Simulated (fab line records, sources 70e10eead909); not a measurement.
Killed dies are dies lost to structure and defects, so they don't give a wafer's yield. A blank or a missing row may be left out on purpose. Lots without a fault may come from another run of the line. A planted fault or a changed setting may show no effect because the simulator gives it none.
Chamber matching | flow nand_harc | NHARC_A_CONTACT_ETCH_91 on rie_diel-03: 4 sister chambers
The step etches the open film in CH3F/O2, target depth 40 nm, time 85.7 s. 4 wafers are shown with their chamber, then 7 later ones without.

WAFERS WITH THEIR CHAMBER
wafer  | chamber | showerhead_plenum_p_Torr (Torr)
L087.3 | 1       | 2.54
L093.5 | 3       | 2.28
L094.3 | 2       | 2.59
L094.4 | 0       | 2.49

WAFERS WITHOUT THEIR CHAMBER
wafer  | showerhead_plenum_p_Torr (Torr)
L094.5 | 2.28
L096.1 | 2.28
L096.3 | 2.48
L096.5 | 2.28
L097.1 | 2.48
L097.2 | 2.59
L097.5 | 2.28

WHICH CHAMBER EACH WENT THROUGH
wafer  | from the rows above | in truth
L094.5 | 3                   | 3
L096.1 | 3                   | 3
L096.3 | 0                   | 0
L096.5 | 3                   | 3
L097.1 | 0                   | 0
L097.2 | 2                   | 2
L097.5 | 3                   | 3
Placed correctly: 7 of 7. Can't be placed from these rows: 0. Placed wrongly: 0.
How it was worked out, from the rows above alone: a wafer's distance from a chamber is the root of the sum, over the readings, of the square of ((its reading less the chamber's mean) divided by the reading's scatter). The wafer belongs to the nearest chamber; if the next one is less than 2 further off, it can't be placed. A chamber's mean is the mean of its shown wafers. The scatter: with one shown wafer a chamber, the root of the mean of the squares of how far each hidden wafer lies from its nearest shown one.
